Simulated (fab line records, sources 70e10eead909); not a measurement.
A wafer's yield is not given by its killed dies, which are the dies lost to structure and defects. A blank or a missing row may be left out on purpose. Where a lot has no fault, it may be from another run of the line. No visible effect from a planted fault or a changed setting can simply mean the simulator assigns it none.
Which tool was responsible? || flow nand_harc || 12 lots, 36 wafers sampled, at 6 steps of a route of 1159

## WHAT EACH GAUGE READ, for each wafer
NHARC_A_M0_CD_MEAS_09 targets a cd of 80 nm. Usual: 80.2 nm for cd_nm, sd 0.79.
{"lot": "L914", "measured": "day 17 08:53", "on": "cd_sem-02", "cd_nm (nm)": "80.2 80.5 78.9", "flag": ""}
{"lot": "L915", "measured": "day 17 17:19", "on": "cd_sem-02", "cd_nm (nm)": "81.0 80.8 79.4", "flag": ""}
{"lot": "L917", "measured": "day 17 22:42", "on": "cd_sem-01", "cd_nm (nm)": "79.7 78.6 80.0", "flag": ""}
{"lot": "L916", "measured": "day 17 23:08", "on": "cd_sem-01", "cd_nm (nm)": "81.0 79.5 80.1", "flag": ""}
{"lot": "L919", "measured": "day 18 20:48", "on": "cd_sem-03", "cd_nm (nm)": "80.5 81.0 81.4", "flag": ""}
{"lot": "L918", "measured": "day 19 00:07", "on": "cd_sem-01", "cd_nm (nm)": "79.5 80.5 80.1", "flag": ""}
{"lot": "L920", "measured": "day 19 09:01", "on": "cd_sem-02", "cd_nm (nm)": "80.5 79.9 80.4", "flag": ""}
{"lot": "L924", "measured": "day 19 23:42", "on": "cd_sem-01", "cd_nm (nm)": "77.3 78.7 77.7", "flag": ""}
{"lot": "L934", "measured": "day 21 23:01", "on": "cd_sem-03", "cd_nm (nm)": "81.1 80.1 81.1", "flag": ""}
{"lot": "L936", "measured": "day 22 18:30", "on": "cd_sem-01", "cd_nm (nm)": "80.9 80.5 80.6", "flag": ""}
{"lot": "L937", "measured": "day 23 00:10", "on": "cd_sem-03", "cd_nm (nm)": "80.1 80.5 80.7", "flag": ""}
{"lot": "L935", "measured": "day 23 07:38", "on": "cd_sem-02", "cd_nm (nm)": "80.3 80.3 80.0", "flag": ""}

NHARC_A_M0_OVL_MEAS_10: pitch 160 nm. Usual: overlay_x_nm -0.2 nm, standard deviation 0.94; overlay_y_nm 0.0 nm, standard deviation 0.85.
{"lot": "L914", "measured": "day 17 08:58", "on": "overlay-01", "overlay_x_nm (nm)": "-1.7 -1.2 -1.5", "overlay_y_nm (nm)": "0.2 0.9 0.6", "flag": ""}
{"lot": "L915", "measured": "day 17 17:23", "on": "overlay-02", "overlay_x_nm (nm)": "0.1 0.4 0.3", "overlay_y_nm (nm)": "0.2 0.8 0.3", "flag": ""}
{"lot": "L917", "measured": "day 17 22:47", "on": "overlay-02", "overlay_x_nm (nm)": "-0.4 -0.3 -0.8", "overlay_y_nm (nm)": "-2.0 -1.7 -1.8", "flag": ""}
{"lot": "L916", "measured": "day 17 23:14", "on": "overlay-02", "overlay_x_nm (nm)": "0.5 0.8 0.2", "overlay_y_nm (nm)": "-0.1 0.4 0.3", "flag": ""}
{"lot": "L919", "measured": "day 18 20:53", "on": "overlay-01", "overlay_x_nm (nm)": "0.3 0.4 0.7", "overlay_y_nm (nm)": "0.0 -0.4 0.0", "flag": ""}
{"lot": "L918", "measured": "day 19 00:13", "on": "overlay-01", "overlay_x_nm (nm)": "0.9 0.9 0.5", "overlay_y_nm (nm)": "0.4 -0.1 0.4", "flag": ""}
{"lot": "L920", "measured": "day 19 09:06", "on": "overlay-01", "overlay_x_nm (nm)": "-0.1 -0.8 -0.9", "overlay_y_nm (nm)": "-0.3 0.2 -0.3", "flag": ""}
{"lot": "L924", "measured": "day 19 23:47", "on": "overlay-01", "overlay_x_nm (nm)": "0.1 -0.6 -0.7", "overlay_y_nm (nm)": "-1.3 -1.3 -1.3", "flag": ""}
{"lot": "L934", "measured": "day 21 23:06", "on": "overlay-02", "overlay_x_nm (nm)": "-0.5 -0.1 0.0", "overlay_y_nm (nm)": "-0.5 -0.3 -0.6", "flag": ""}
{"lot": "L936", "measured": "day 22 18:35", "on": "overlay-01", "overlay_x_nm (nm)": "-1.0 -0.7 -1.4", "overlay_y_nm (nm)": "1.0 -0.1 0.1", "flag": ""}
{"lot": "L937", "measured": "day 23 00:15", "on": "overlay-02", "overlay_x_nm (nm)": "-1.3 -1.9 -1.4", "overlay_y_nm (nm)": "-0.6 -0.5 -0.3", "flag": ""}
{"lot": "L935", "measured": "day 23 07:43", "on": "overlay-02", "overlay_x_nm (nm)": "-2.2 -2.1 -2.7", "overlay_y_nm (nm)": "0.6 0.2 0.2", "flag": ""}

NHARC_END_SORT_01. Usual: defect_limited_yield 95.5 %, standard deviation 1.3; killed_at_array 26, standard deviation 8.4; killed_at_other 0.7, standard deviation 0.97; killed_at_periphery 3.2, standard deviation 2.2; killed_dies 30, standard deviation 8.5; killed_open 3.4, standard deviation 2; killed_short 2, standard deviation 1.3; sort_bin_2_pct 1.5 %, standard deviation 0.52; sort_bin_3_pct 0.21 %, standard deviation 0.18; sort_bin_4_pct 2.8 %, standard deviation 0.91; sort_n_pass 647, standard deviation 8.5; sort_rim_yield_pct 94.8 %, standard deviation 2.7; sort_yield_pct 95.5 %, standard deviation 1.3.
{"lot": "L918", "measured": "day 20 15:55", "on": "prober-01", "defect_limited_yield (%)": 96.6, "killed_at_array": 20, "killed_at_other": 1, "killed_at_periphery": 2, "killed_dies": 23, "killed_open": 1, "killed_short": 3, "sort_bin_2_pct (%)": 1.5, "sort_bin_3_pct (%)": 0.30, "sort_bin_4_pct (%)": 1.6, "sort_n_pass": 654, "sort_rim_yield_pct (%)": 92.5, "sort_yield_pct (%)": 96.6, "flag": ""}

## WHICH TOOL RAN EACH LOT (tool, then ch and the chambers of the sampled wafers, then the start)
{"lot": "L914", "NHARC_A_BLC_ALD_23": "ald_metal-03 ch 0,2,3, day 17 02:10", "NHARC_A_M0_DEVELOP_08": "litho_track-06 ch 0, day 17 08:00", "NHARC_A_M0_DEGAS_28": "pvd_sputter-01, day 17 09:59"}
{"lot": "L915", "NHARC_A_BLC_ALD_23": "ald_metal-04 ch 1,2,3, day 17 11:20", "NHARC_A_M0_DEVELOP_08": "litho_track-01 ch 0, day 17 17:00", "NHARC_A_M0_DEGAS_28": "pvd_sputter-02, day 17 18:25"}
{"lot": "L917", "NHARC_A_BLC_ALD_23": "ald_metal-02 ch 2,3, day 17 19:49", "NHARC_A_M0_DEVELOP_08": "litho_track-06 ch 0, day 17 22:00", "NHARC_A_M0_DEGAS_28": "pvd_sputter-02, day 17 23:50"}
{"lot": "L916", "NHARC_A_BLC_ALD_23": "ald_metal-04 ch 1,2,3, day 17 20:34", "NHARC_A_M0_DEVELOP_08": "litho_track-01 ch 0, day 17 23:00", "NHARC_A_M0_DEGAS_28": "pvd_sputter-01, day 18 00:16"}
{"lot": "L919", "NHARC_A_BLC_ALD_23": "ald_metal-02 ch 0,1,3, day 18 15:25", "NHARC_A_M0_DEVELOP_08": "litho_track-04 ch 0, day 18 20:00", "NHARC_A_M0_DEGAS_28": "pvd_sputter-01, day 18 21:55"}
{"lot": "L918", "NHARC_A_BLC_ALD_23": "ald_metal-04 ch 1,2,3, day 18 21:35", "NHARC_A_M0_DEVELOP_08": "litho_track-06 ch 0, day 19 00:00", "NHARC_A_M0_DEGAS_28": "pvd_sputter-03, day 19 01:15"}
{"lot": "L920", "NHARC_A_BLC_ALD_23": "ald_metal-04 ch 1,3, day 19 02:58", "NHARC_A_M0_DEVELOP_08": "litho_track-06 ch 0, day 19 08:00", "NHARC_A_M0_DEGAS_28": "pvd_sputter-03, day 19 10:09"}
{"lot": "L924", "NHARC_A_BLC_ALD_23": "ald_metal-03 ch 0,2,3, day 19 20:00", "NHARC_A_M0_DEVELOP_08": "litho_track-06 ch 0, day 19 23:00", "NHARC_A_M0_DEGAS_28": "pvd_sputter-01, day 20 00:49"}
{"lot": "L934", "NHARC_A_BLC_ALD_23": "ald_metal-02 ch 0,3, day 21 19:41", "NHARC_A_M0_DEVELOP_08": "litho_track-01 ch 0, day 21 22:00", "NHARC_A_M0_DEGAS_28": "pvd_sputter-01, day 22 00:13"}
{"lot": "L936", "NHARC_A_BLC_ALD_23": "ald_metal-02 ch 1,2,3, day 22 10:23", "NHARC_A_M0_DEVELOP_08": "litho_track-01 ch 0, day 22 18:00", "NHARC_A_M0_DEGAS_28": "pvd_sputter-02, day 22 19:35"}
{"lot": "L937", "NHARC_A_BLC_ALD_23": "ald_metal-04 ch 0,2,3, day 22 15:23", "NHARC_A_M0_DEVELOP_08": "litho_track-04 ch 0, day 23 00:00", "NHARC_A_M0_DEGAS_28": "pvd_sputter-03, day 23 01:24"}
{"lot": "L935", "NHARC_A_BLC_ALD_23": "ald_metal-04 ch 0,2, day 22 21:20", "NHARC_A_M0_DEVELOP_08": "litho_track-01 ch 0, day 23 07:00", "NHARC_A_M0_DEGAS_28": "pvd_sputter-01, day 23 08:45"}
- NHARC_A_BLC_ALD_23: deposits TiN, target thk 3 nm, pulse time 1 s, ald cycles 150.
- NHARC_A_M0_DEVELOP_08: develop time 35 s.
- NHARC_A_M0_DEGAS_28: time 60 s.

## AS READ BY THE TOOLS THEMSELVES (means over the sampled wafers that have a number; for cases with no such wafer, the mark the record gives instead)
NHARC_A_BLC_ALD_23. Usual: heater_power_w 1089 W, standard deviation 110; precursor_pulse_height_rel 1.002, standard deviation 0.018.
{"lot": "L914", "tool": "ald_metal-03", "heater_power_w (W)": 1023, "precursor_pulse_height_rel": 1.001, "flag": ""}
{"lot": "L915", "tool": "ald_metal-04", "heater_power_w (W)": 1050, "precursor_pulse_height_rel": 1.006, "flag": ""}
{"lot": "L917", "tool": "ald_metal-02", "heater_power_w (W)": 1062, "precursor_pulse_height_rel": 1.005, "flag": ""}
{"lot": "L916", "tool": "ald_metal-04", "heater_power_w (W)": 1034, "precursor_pulse_height_rel": 0.999, "flag": ""}
{"lot": "L919", "tool": "ald_metal-02", "heater_power_w (W)": 1124, "precursor_pulse_height_rel": 1.004, "flag": ""}
{"lot": "L918", "tool": "ald_metal-04", "heater_power_w (W)": 999, "precursor_pulse_height_rel": 0.999, "flag": ""}
{"lot": "L920", "tool": "ald_metal-04", "heater_power_w (W)": 1023, "precursor_pulse_height_rel": 0.983, "flag": ""}
{"lot": "L924", "tool": "ald_metal-03", "heater_power_w (W)": 1022, "precursor_pulse_height_rel": 1.008, "flag": ""}
{"lot": "L934", "tool": "ald_metal-02", "heater_power_w (W)": 1048, "precursor_pulse_height_rel": 0.990, "flag": ""}
{"lot": "L936", "tool": "ald_metal-02", "heater_power_w (W)": 1131, "precursor_pulse_height_rel": 0.994, "flag": ""}
{"lot": "L937", "tool": "ald_metal-04", "heater_power_w (W)": 1086, "precursor_pulse_height_rel": 1.003, "flag": ""}
{"lot": "L935", "tool": "ald_metal-04", "heater_power_w (W)": 1063, "precursor_pulse_height_rel": 1.023, "flag": ""}

NHARC_A_M0_DEGAS_28. Usual: 332 W for heater_power_w, sd 36.
{"lot": "L914", "tool": "pvd_sputter-01", "heater_power_w (W)": 315, "flag": ""}
{"lot": "L915", "tool": "pvd_sputter-02", "heater_power_w (W)": 343, "flag": ""}
{"lot": "L917", "tool": "pvd_sputter-02", "heater_power_w (W)": 343, "flag": ""}
{"lot": "L916", "tool": "pvd_sputter-01", "heater_power_w (W)": 348, "flag": ""}
{"lot": "L919", "tool": "pvd_sputter-01", "heater_power_w (W)": 347, "flag": ""}
{"lot": "L918", "tool": "pvd_sputter-03", "heater_power_w (W)": 343, "flag": ""}
{"lot": "L920", "tool": "pvd_sputter-03", "heater_power_w (W)": 327, "flag": ""}
{"lot": "L924", "tool": "pvd_sputter-01", "heater_power_w (W)": 351, "flag": ""}
{"lot": "L934", "tool": "pvd_sputter-01", "heater_power_w (W)": 317, "flag": ""}
{"lot": "L936", "tool": "pvd_sputter-02", "heater_power_w (W)": 319, "flag": ""}
{"lot": "L937", "tool": "pvd_sputter-03", "heater_power_w (W)": 343, "flag": ""}
{"lot": "L935", "tool": "pvd_sputter-01", "heater_power_w (W)": 346, "flag": ""}

## THE ANSWER, worked out from the rows above alone
Rule: a lot counts as off when the mean over its wafers that have a number is more than 3 standard deviations away from the usual mean. A lot without any number at a reading at which 4 lots or more have one is off too. Where the step has rows for the other lots, those lots are counted as sound. After the gauges, taken in route order, come the tools' own readings; for these a lot's mean is taken, as printed above. At the first step where some lot is off, the reading lying furthest off is the one used; lots without a number count as furthest.
None of the lots is off at any reading shown; this tells nothing.

## WHAT THE SIMULATOR PUT IN
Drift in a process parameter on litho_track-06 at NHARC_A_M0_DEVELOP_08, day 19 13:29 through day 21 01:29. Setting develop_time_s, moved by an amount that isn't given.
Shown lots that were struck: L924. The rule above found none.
